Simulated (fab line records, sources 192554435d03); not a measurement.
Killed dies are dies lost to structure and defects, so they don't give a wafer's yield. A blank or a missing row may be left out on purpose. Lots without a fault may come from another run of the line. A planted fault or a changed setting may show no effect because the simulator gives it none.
fab line records | flow n5_finfet
record lots=6 wafers=18 last_day=16
route steps=1938 shown BEOL_M3@951 BEOL_M4@1111 PASSIVATION@1936
lots that met no fault: from a run of the same line without faults
start_h: hours from the record's first day to the start of the lot's first wafer shown | wait_h: hours since the lot's step before | " the same as in the row above | L1.1+2: a row that stands for several wafers | - no value, or no start given | * or withheld: withheld | < > ~ a bound
route shown NAME@n: a module of which the file shows steps, and the number in the route of the first | usual: mean/standard deviation of fault-free wafers | same: alike in all rows | chamber/n: place in a boat | sites: the reading at each site | _std_site: their standard deviation | _edge_site: outer sites' mean less inner sites' | radius_mm: how far each site lies from the wafer's centre | mask NAME#n: copy n | behind: the tool/chamber that last shaped the wafer | hold: why the lot was held/for how many hours/how that ended | device: the transistor (n, p or np) that didn't switch | end of line: the same wafers' tests at the end of the route | a step without rows: its recipe alone | killed: dies lost to structure and defects at the first sort, not the wafer's yield | map: a wafer's dies, x killed, . not, _ none there
set.NAME: the setting as run; set.NAME@STEP: as run at that earlier step | model.NAME: the simulator's own value behind a step, which no gauge read
lots at some steps of the route; a table a step, a row a wafer
services: from which hour (start_h, from the record's first day; less than 0 if before it) a tool's chamber was out of use, for how many hours, and why
## steps
# step N5_BEOL_M3_STRIP_65
# recipe chemistry=N2/H2 temp_c=40 n2_flow_sccm=200 h2_flow_sccm=200 rf_frequency_hz=6e+07
# step N5_BEOL_M3_STRIP_75
# recipe chemistry=N2/H2 temp_c=40 n2_flow_sccm=200 h2_flow_sccm=200 rf_frequency_hz=6e+07
# step N5_BEOL_M3_STRIP_66
# recipe chemistry=CF4 resist=SiARC power_w=300 bias_power_w=75 pressure_mtorr=50 cf4_flow_sccm=150 rf_frequency_hz=6e+07
# usual drypump_motor_current_A=5.6/0.43 oes_product_au=0.79/0.098 power_w=299.9/0.93 rf_vpp_V=271.6/1.5 showerhead_plenum_p_Torr=1.81/0.054 throttle_valve_pct=13.6/0.33
# columns lot.wafer tool chamber start_h wait_h drypump_motor_current_A oes_product_au power_w rf_hours_counter_h rf_vpp_V showerhead_plenum_p_Torr throttle_valve_pct
L531.3 rie_diel-02 3 176.98 0.0 5.4 0.88 299.9 31 274.4 1.90 13.3
L531.4 " 1 " " 5.9 0.72 298.7 179 273.2 1.86 13.8
L531.5 " 2 " " 5.6 0.69 299.6 - 268.8 1.78 14.1
L532.1 rie_diel-02 0 181.95 0.0 6.0 0.74 300.8 188 270.9 1.80 13.8
L532.5 " 1 " " 5.8 0.73 299.3 - 272.6 1.85 13.8
L532.6 " 2 " " 5.7 0.68 299.6 - 270.8 1.78 14.1
L538.4 rie_diel-04 0 200.26 0.0 5.3 0.92 299.4 17 273.8 1.90 13.0
L538.5 " 0 " " 5.3 0.92 299.7 - 273.6 1.90 13.0
L538.6 " 3 " " 5.0 0.87 300.5 - 271.0 1.80 13.0
L539.2 rie_diel-02 3 211.97 0.0 5.4 0.87 299.7 42 273.5 1.90 13.4
L539.4 " 3 " " 5.4 0.87 298.8 - 272.9 1.90 13.3
L539.5 " 0 " " 6.1 0.73 299.3 - 270.8 1.79 13.8
L542.2 rie_diel-04 1 243.29 0.0 6.2 0.66 299.7 248 269.4 1.72 14.0
L542.4 " 2 " " 4.9 0.78 300.1 104 271.7 1.80 13.5
L542.6 " 3 " " 5.0 0.85 300.0 - 270.6 1.80 13.0
L545.2 rie_diel-05 1 246.37 0.0 5.5 0.68 298.1 232 269.7 1.76 13.7
L545.3 " 0 " " 6.4 0.70 300.9 212 272.1 1.82 13.8
L545.5 " 0 " " 6.4 0.70 300.4 - 270.4 1.82 13.8
# step N5_BEOL_M3_HM_OPEN_17
# recipe chemistry=Cl2/BCl3 target_depth_a=200 overetch_a=60 target=TiN mask_material=SOC ion_energy_ev=150 pressure_mtorr=10 icp_w=1000 bias_w=126 Cl2_flow_sccm=53.25 bcl3_flow_sccm=21.75 Ar_flow_sccm=25
# usual drypump_motor_current_A=5.65/0.27 oes_product_au=0.69/0.074 throttle_valve_pct=21.98/0.16
# columns lot.wafer tool chamber start_h wait_h drypump_motor_current_A oes_product_au rf_hours_counter_h throttle_valve_pct
L531.3 rie_metal-02 0 177.05 0.1 6.11 0.75 - 21.99
L531.4 " 1 " " 5.51 0.72 - 21.84
L531.5 " 1 " " 5.50 0.72 - 21.81
L532.1 rie_metal-03 1 181.99 0.0 5.67 0.65 40 22.02
L532.5 " 1 " " 5.64 0.64 - 22.01
L532.6 " 0 " " 5.66 0.77 - 21.89
L538.4 rie_metal-03 0 200.33 0.1 5.65 0.78 - 21.88
L538.5 " 0 " " 5.66 0.79 - 21.88
L538.6 " 1 " " 5.67 0.66 - 21.99
L539.2 rie_metal-03 1 212.01 0.0 5.65 0.64 42 22.03
L539.4 " 1 " " 5.66 0.64 - 22.00
L539.5 " 0 " " 5.63 0.77 - 21.91
L542.2 rie_metal-02 0 243.33 0.0 6.16 0.72 20 22.01
L542.4 " 1 " " 5.49 0.71 - 21.83
L542.6 " 0 " " 6.11 0.73 - 22.01
L545.2 rie_metal-02 1 246.41 0.0 5.51 0.70 32 21.85
L545.3 " 0 " " 6.11 0.73 - 22.00
L545.5 " 1 " " 5.52 0.71 - 21.84
# step N5_BEOL_M3_STRIP_19
# recipe chemistry=O2 power_w=400 temp_c=40 pressure_mtorr=30 rf_frequency_hz=6e+07 bias_power_w=0 overash_fraction=0.2 o2_flow_sccm=225
# usual drypump_motor_current_A=5.6/0.47 oes_product_au=0.80/0.1 rf_vpp_V=3.7/0.5 showerhead_plenum_p_Torr=2.12/0.079 throttle_valve_pct=16.6/0.32
# columns lot.wafer tool chamber start_h wait_h drypump_motor_current_A oes_product_au rf_hours_counter_h rf_vpp_V showerhead_plenum_p_Torr throttle_valve_pct
L531.3 rie_diel-05 3 177.13 0.1 5.3 0.69 237 3.7 2.09 17.1
L531.4 " 2 " " 5.8 0.92 18 4.1 2.03 16.2
L531.5 " 3 " " 5.3 0.69 - 4.2 2.08 17.1
L532.1 rie_diel-04 3 182.10 0.1 5.0 0.89 29 4.1 2.10 16.0
L532.5 " 1 " " 6.2 0.69 - 3.6 2.00 17.0
L532.6 " 0 " " 5.3 0.94 - 3.6 2.26 16.3
L538.4 rie_diel-05 3 200.42 0.1 5.3 0.69 244 3.1 2.08 17.1
L538.5 " 2 " " 5.8 0.90 - 3.6 2.03 16.2
L538.6 " 1 " " 5.5 0.69 - 3.9 2.06 16.7
L539.2 rie_diel-04 0 212.18 0.1 5.3 0.90 19 3.7 2.26 16.3
L539.4 " 3 " " 5.0 0.86 37 4.3 2.10 16.0
L539.5 " 3 " " 5.0 0.87 - 4.0 2.10 16.0
L542.2 rie_diel-02 1 243.49 0.1 5.9 0.71 199 3.8 2.16 16.9
L542.4 " 0 " " 6.0 0.72 207 3.8 2.08 16.9
L542.6 " 0 " " 6.1 0.73 - 2.9 2.08 16.9
L545.2 rie_diel-02 3 246.53 0.1 5.4 0.86 53 4.4 2.23 16.5
L545.3 " 0 " " 6.1 0.73 208 3.3 2.08 16.9
L545.5 " 3 " " 5.4 0.86 - 3.8 2.23 16.5
# step N5_BEOL_M3_CD_MEAS_18
# recipe pitch_nm=36 target_cd_nm=18
# usual cd_nm=17.9/0.37
# columns lot.wafer tool chamber start_h wait_h cd_nm
L531.3 cd_sem-01 - 177.20 0.1 18.1
L531.4 " - " " 17.9
L531.5 " - " " 17.7
L532.1 cd_sem-03 - 182.17 0.0 18.0
L532.5 " - " " 17.9
L532.6 " - " " 18.3
L538.4 cd_sem-03 - 200.50 0.1 18.0
L538.5 " - " " 17.2
L538.6 " - " " 18.6
L539.2 cd_sem-02 - 212.25 0.1 18.5
L539.4 " - " " 17.7
L539.5 " - " " 18.2
L542.2 cd_sem-03 - 243.56 0.1 17.8
L542.4 " - " " 18.1
L542.6 " - " " 18.1
L545.2 cd_sem-02 - 246.60 0.1 18.1
L545.3 " - " " 17.9
L545.5 " - " " 18.0
# step N5_BEOL_M3_COAT_67
# recipe resist=SOC temp_c=250 time_s=60 spin_rpm=1500 resist_thk_nm=60
# step N5_BEOL_M3_COAT_68
# recipe resist=SiARC temp_c=220 time_s=60 spin_rpm=1500 resist_thk_nm=12
# step N5_BEOL_M3_COAT_76
# recipe resist=underlayer temp_c=205 time_s=60 spin_rpm=1500 resist_thk_nm=5
# step N5_BEOL_M3_COAT_22
# recipe resist=CAR-EUV spin_rpm=1500 resist_thk_nm=30
# step N5_BEOL_M3_EBR_24
# recipe solvent=PGMEA ebr_width_mm=1.5
# step N5_BEOL_M3_SOFTBAKE_23
# recipe temp_c=110 time_s=60 resist=CAR-EUV
# step N5_BEOL_M3_EXPOSE_25
# recipe mask_id=V2 na=0.33 source_shape=quasar sigma_inner=0.2 sigma_outer=0.8 polarization=unpolarized defocus_nm=5 dose_mj=63
# usual exposure_dose_mJ_cm2=62.82/0.067 stage_msd_nm=0.855/0.015
# same dipole_opening_deg=30
# columns lot.wafer tool chamber start_h wait_h mask exposure_dose_mJ_cm2 stage_msd_nm
L531.3 euv_scanner-02 0 177.39 - V2#0 62.76 0.877
L531.4 " 0 " " V2#0 62.80 0.876
L531.5 " 0 " " V2#0 62.68 0.877
L532.1 euv_scanner-02 0 182.34 - V2#0 62.86 0.877
L532.5 " 0 " " V2#0 62.89 0.878
L532.6 " 0 " " V2#0 62.79 0.875
L538.4 euv_scanner-01 0 200.82 - V2#0 66.00 0.837
L538.5 " 0 " " V2#0 66.00 0.839
L538.6 " 0 " " V2#0 65.95 0.839
L539.2 euv_scanner-01 0 212.43 - V2#0 65.36 0.836
L539.4 " 0 " " V2#0 65.27 0.836
L539.5 " 0 " " V2#0 65.28 0.837
L542.2 euv_scanner-02 0 243.75 - V2#0 62.79 0.856
L542.4 " 0 " " V2#0 62.72 0.858
L542.6 " 0 " " V2#0 62.88 0.853
L545.2 euv_scanner-02 0 246.90 - V2#0 62.79 0.855
L545.3 " 0 " " V2#0 62.79 0.852
L545.5 " 0 " " V2#0 62.86 0.853
# step N5_BEOL_M3_PEB_26
# recipe peb_temp_c=100 peb_time_s=60 resist=CAR-EUV
# step N5_BEOL_M3_DEVELOP_27
# recipe develop_time_s=30 developer=TMAH resist=CAR-EUV rinse_liquid=surfactant_rinse dry=air_spin dev_temp_c=23
# step N5_BEOL_M3_CD_MEAS_28
# recipe target_cd_nm=25.7 landing_energy_ev=500 detector=se_inlens target_cd_y_nm=23.3 polarity=opening
# usual cd_nm=25.59/0.26
# columns lot.wafer tool chamber start_h wait_h cd_nm
L531.3 cd_sem-01 0 177.52 - 25.72
L531.4 " 0 " " 25.34
L531.5 " 0 " " 25.35
L532.1 cd_sem-03 0 182.49 - 25.84
L532.5 " 0 " " 25.56
L532.6 " 0 " " 25.39
L538.4 cd_sem-01 0 200.94 - 26.35
L538.5 " 0 " " 26.32
L538.6 " 0 " " 26.63
L539.2 cd_sem-01 0 212.57 - 26.08
L539.4 " 0 " " 25.96
L539.5 " 0 " " 26.42
L542.2 cd_sem-02 0 243.88 - 26.00
L542.4 " 0 " " 25.91
L542.6 " 0 " " 25.72
L545.2 cd_sem-03 0 247.04 - 25.73
L545.3 " 0 " " 25.91
L545.5 " 0 " " 25.51
# step N5_BEOL_M3_OVL_MEAS_29
# recipe points_per_wafer=522
# usual V2_OVL=0.0/0.6
# columns lot.wafer tool chamber start_h wait_h V2_OVL[nm]
L531.3 overlay-02 0 177.56 0.0 0.2
L531.4 " 0 " " 0.4
L531.5 " 0 " " -0.5
L532.1 overlay-02 0 182.52 0.0 -0.2
L532.5 " 0 " " -0.8
L532.6 " 0 " " 0.0
L538.4 overlay-01 0 200.99 0.0 -0.2
L538.5 " 0 " " 0.1
L538.6 " 0 " " 0.3
L539.2 overlay-01 0 212.61 0.0 0.2
L539.4 " 0 " " 0.2
L539.5 " 0 " " -0.4
L542.2 overlay-01 0 243.92 0.0 -0.3
L542.4 " 0 " " 0.1
L542.6 " 0 " " -0.2
L545.2 overlay-02 0 247.08 0.0 0.1
L545.3 " 0 " " -0.1
L545.5 " 0 " " -0.4
# step N5_BEOL_M4_RC_MEAS_101
# usual DIBL_N=36.6/2.1 DIBL_P=36.5/2.7 IOFF_N=0.17/0.043 IOFF_P=0.22/0.045 ION_N=674/17 ION_P=461/9.9 SS_N=71.7/0.79 SS_P=73.4/0.79 VT_N=249/4 VT_P=-250/3.3
# columns lot.wafer tool chamber start_h wait_h DIBL_N[mV/V] DIBL_P[mV/V] IOFF_N[nA/um] IOFF_P[nA/um] ION_N[uA/um] ION_P[uA/um] SS_N[mV/dec] SS_P[mV/dec] VT_N[mV] VT_P[mV]
L531.3 prober-02 0 195.24 0.3 36.5 35.6 0.15 0.20 672 456 72.0 73.9 251 -254
L531.4 " 0 " " 39.6 40.1 0.23 0.28 699 477 72.4 75.3 244 -247
L531.5 " 0 " " 36.5 36.3 0.17 0.21 685 465 72.0 73.8 250 -250
L532.1 prober-02 0 199.94 0.0 39.4 39.3 0.29 0.36 702 479 73.4 74.3 241 -240
L532.5 " 0 " " 34.6 33.6 0.15 0.23 674 461 70.7 73.1 247 -245
L532.6 " 0 " " 38.3 38.8 0.25 0.34 720 493 72.0 74.1 242 -239
L538.4 prober-02 0 218.69 0.5 38.3 37.9 0.20 0.25 688 470 72.2 73.6 247 -248
L538.5 " 0 " " 33.3 32.3 0.11 0.17 665 469 70.3 72.2 255 -251
L538.6 " 0 " " 36.2 36.6 0.15 0.24 683 476 71.2 73.1 249 -243
L539.2 prober-01 0 238.64 0.2 34.2 32.1 0.12 0.17 669 460 70.4 73.7 253 -252
L539.4 " 0 " " 36.5 35.2 0.16 0.21 669 464 71.3 72.4 249 -249
L539.5 " 0 " " 34.8 32.7 0.12 0.17 659 457 71.3 72.1 254 -254
L542.2 prober-02 0 270.02 0.2 35.3 35.3 0.13 0.20 658 458 72.1 73.5 253 -251
L542.4 " 0 " " 31.7 32.5 0.10 0.16 659 458 70.4 72.1 259 -252
L542.6 " 0 " " 33.7 34.8 0.12 0.19 655 465 71.2 73.1 254 -251
L545.2 prober-02 0 274.16 0.2 34.9 36.4 0.14 0.20 674 472 70.8 73.4 251 -248
L545.3 " 0 " " 38.0 39.6 0.18 0.24 679 462 72.4 74.1 248 -249
L545.5 " 0 " " 39.4 41.1 0.20 0.27 668 459 72.8 74.0 248 -247
# step N5_PASSIVATION_PROBE_49
# usual defect_limited_yield=91.5/1.7 killed_at_M0_to_M3=33/11 killed_at_M4_up=13/5.2 killed_at_contacts=11/5.7 killed_at_front_end=39/11 killed_at_other=4/3 killed_dies=101/20 killed_on_rim=13/4.1 killed_open=66/15 killed_short=33/8.4 sort_bin_5_function=5.0/1.1 sort_bin_6_memory=3.2/0.69 sort_bin_8_speed=0.1/0.52 sort_n_pass=1078/20 sort_yield_pct=91.4/1.7
# same gross_dies=1180 killed_at_back_side=0 sort_bin_4_leakage[%]=0
# columns lot.wafer tool chamber start_h wait_h defect_limited_yield[%] killed_at_M0_to_M3 killed_at_M4_up killed_at_contacts killed_at_front_end killed_at_other killed_dies killed_on_rim killed_open killed_short sort_bin_5_function[%] sort_bin_6_memory[%] sort_bin_8_speed[%] sort_n_pass sort_yield_pct[%]
L532.1 prober-01 - 308.08 0.0 91.4 30 14 13 39 6 102 13 63 36 5.1 3.2 0 1078 91.4
L532.5 prober-01 - 308.28 0.2 92.8 26 11 13 30 5 85 15 57 25 3.9 3.1 0 1095 92.8
L532.6 prober-01 - 308.33 0.3 88.1 42 17 29 42 10 140 15 102 37 7.2 4.2 0 1040 88.1
L538.4 prober-01 - 321.30 0.2 88.6 38 14 32 45 6 135 16 100 35 6.2 5.2 0 1045 88.6
L538.5 prober-01 - 321.35 0.2 89.8 54 7 12 42 5 120 15 77 41 5.3 4.4 0.1 1060 89.8
L538.6 prober-01 - 321.40 0.3 88.1 35 11 30 62 2 140 25 90 40 6.3 4.4 0 1040 88.1
L539.2 prober-01 - 337.37 0.1 92.9 27 14 14 27 2 84 12 67 17 4.2 2.6 0 1096 92.9
L539.4 prober-01 - 337.47 0.2 92.5 30 16 7 34 2 89 11 56 29 5.1 2.3 0 1091 92.5
L539.5 prober-01 - 337.52 0.2 93.6 28 17 7 20 3 75 6 49 24 4.0 2.0 0 1105 93.6
L545.2 prober-02 - 385.98 0.1 92.4 13 16 14 41 6 90 11 53 37 4.5 2.7 0 1090 92.4
L545.3 prober-02 - 386.03 0.1 91.9 26 15 8 39 7 95 11 55 39 5.3 2.6 0 1085 91.9
L545.5 prober-02 - 386.13 0.2 91.4 27 12 16 39 8 102 13 77 25 5.1 3.2 0 1078 91.4
# killed by level:class
L532.1 FIN_SAQP:geometric_particle:open=13 FIN_SAQP:geometric_particle:short=11 BEOL_M3:geometric_particle:open=11 MOL_CONTACT_COAG:geometric_particle:open=10 BEOL_M0_SAQP:geometric_particle:short=10 BEOL_M4:geometric_particle:open=7 BEOL_M0_SAQP:geometric_particle:open=4 STARTING-WAFER:geometric_particle:short=4
L532.5 MOL_CONTACT_COAG:geometric_particle:open=9 STI_FIN_REVEAL:geometric_particle:open=8 BEOL_M0_SAQP:geometric_particle:short=7 BEOL_M0_SAQP:geometric_particle:open=6 FIN_SAQP:geometric_particle:short=5 DUMMY_GATE:geometric_particle:open=4 BEOL_M3:geometric_particle:open=4 GATE_CUT:geometric_particle:short=4
L532.6 BEOL_M3:geometric_particle:open=23 MOL_CONTACT_COAG:geometric_particle:open=20 BEOL_M4:geometric_particle:open=11 STI_FIN_REVEAL:geometric_particle:open=9 FIN_SAQP:geometric_particle:open=8 MOL_CONTACT_COAG:geometric_particle:short=8 FIN_SAQP:geometric_particle:short=6 ILD0:geometric_particle:open=6
L538.4 MOL_CONTACT_COAG:geometric_particle:open=26 STI_FIN_REVEAL:geometric_particle:open=21 BEOL_M1:geometric_particle:open=11 BEOL_M3:geometric_particle:open=9 BEOL_M0_SAQP:geometric_particle:short=8 FIN_SAQP:geometric_particle:open=6 MOL_CONTACT_COAG:geometric_particle:short=6 BEOL_M4:geometric_particle:open=6
L538.5 BEOL_M0_SAQP:geometric_particle:short=14 BEOL_M0_SAQP:geometric_particle:open=13 STI_FIN_REVEAL:geometric_particle:open=9 BEOL_M3:geometric_particle:open=9 MOL_CONTACT_COAG:geometric_particle:open=8 BEOL_M2:geometric_particle:open=7 FIN_SAQP:geometric_particle:open=5 FIN_SAQP:geometric_particle:short=5
L538.6 MOL_CONTACT_COAG:geometric_particle:open=20 STI_FIN_REVEAL:geometric_particle:open=11 MOL_CONTACT_COAG:geometric_particle:short=10 BEOL_M2:geometric_particle:open=10 HKMG_FIN:area_etch=10 GATE_CUT:geometric_particle:open=8 BEOL_M3:geometric_particle:open=8 BEOL_M0_SAQP:geometric_particle:open=7
L539.2 MOL_CONTACT_COAG:geometric_particle:open=14 FIN_SAQP:geometric_particle:open=11 BEOL_M0_SAQP:geometric_particle:open=7 BEOL_M2:geometric_particle:open=7 BEOL_M1:geometric_particle:open=5 BEOL_M4:geometric_particle:open=5 STARTING-WAFER:geometric_particle:open=4 BEOL_M0_SAQP:geometric_particle:short=3
L539.4 BEOL_M2:geometric_particle:open=9 BEOL_M0_SAQP:geometric_particle:short=8 FIN_SAQP:geometric_particle:open=6 STI_FIN_REVEAL:geometric_particle:open=5 BEOL_M0_SAQP:geometric_particle:open=5 MOL_CONTACT_COAG:geometric_particle:open=5 GATE_CUT:geometric_particle:short=4 GATE_CUT:geometric_particle:open=4
L539.5 BEOL_M0_SAQP:geometric_particle:open=6 BEOL_M2:geometric_particle:open=6 BEOL_M4:geometric_particle:open=6 BEOL_M3:geometric_particle:open=5 STI_FIN_REVEAL:geometric_particle:open=4 MOL_CONTACT_COAG:geometric_particle:open=4 BEOL_M0_SAQP:geometric_particle:short=4 MOL_CONTACT_COAG:geometric_particle:short=3
L545.2 FIN_SAQP:geometric_particle:short=12 STI_FIN_REVEAL:geometric_particle:open=12 MOL_CONTACT_COAG:geometric_particle:open=10 FIN_SAQP:geometric_particle:open=5 BEOL_M5:geometric_particle:open=5 BEOL_M4:geometric_particle:short=4 GATE_CUT:geometric_particle:short=4 MOL_CONTACT_COAG:geometric_particle:short=4
L545.3 FIN_SAQP:geometric_particle:short=15 FIN_SAQP:geometric_particle:open=9 BEOL_M0_SAQP:geometric_particle:short=9 BEOL_M0_SAQP:geometric_particle:open=6 MOL_CONTACT_COAG:geometric_particle:open=5 BEOL_M5:geometric_particle:open=5 BEOL_M3:geometric_particle:open=4 BEOL_M4:geometric_particle:open=4
L545.5 MOL_CONTACT_COAG:geometric_particle:open=16 FIN_SAQP:geometric_particle:open=9 STI_FIN_REVEAL:geometric_particle:open=7 BEOL_M3:geometric_particle:open=6 BEOL_M4:geometric_particle:open=6 FIN_SAQP:geometric_particle:short=5 BEOL_M0_SAQP:geometric_particle:open=5 BEOL_M0_SAQP:geometric_particle:short=5
## services
# columns tool chamber start_h hours kind
rie_metal-03 1 165.66 1.4 repair
rie_diel-02 2 167.26 2.7 repair
rie_diel-04 3 171.42 1.6 repair
euv_scanner-01 - 185.91 1.0 pm
euv_scanner-02 - 187.67 1.0 pm
rie_diel-04 1 190.80 1.3 repair
euv_scanner-01 0 191.51 - calibration
euv_scanner-01 - 198.37 0.8 repair
rie_diel-02 2 204.99 - clean
rie_diel-02 2 204.99 - consumable_replace:focus_ring
rie_diel-02 2 204.99 19.7 scheduled_down
rie_diel-02 2 204.99 19.7 vent_cycle
euv_scanner-02 - 207.19 5.8 pm
rie_diel-05 3 222.62 - clean
rie_diel-05 3 222.62 - consumable_replace:focus_ring
rie_diel-05 3 222.62 24.3 scheduled_down
rie_diel-05 3 222.62 24.3 vent_cycle
rie_diel-05 - 229.87 0.2 repair
euv_scanner-01 - 242.06 1.0 pm
euv_scanner-02 - 243.82 1.0 pm
## key
first_sign step=N5_BEOL_M3_EXPOSE_25 reading=exposure_dose_mJ_cm2 direction=up sigmas=42 usual=62.82 struck=65.64
effect step=N5_BEOL_M3_CD_MEAS_28 reading=cd_nm direction=up sigmas=2.7 usual=25.59 struck=26.29 through=control_loop
met_at N5_BEOL_M3_EXPOSE_25
struck_wafers L538.4,L538.5,L538.6,L539.2,L539.4,L539.5
loop_trim step=N5_BEOL_M3_EXPOSE_25 setting=dose lots=L539
baseline_loss step=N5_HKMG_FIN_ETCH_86 wafers=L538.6
fault kind=process_parameter_drift tool=euv_scanner-01 chamber=- onset_h=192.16 steps=N5_BEOL_M3_EXPOSE_25 channel=dose_mj offset=3.1434 shape=step acts_in=these_recipes_only stated=63
# loop_trim: a control loop set the setting to another value than it would have without faults
# baseline_loss: these wafers lose ten dies or more at that step, a loss of the line's own and not of a fault; the sort's usual values leave them out
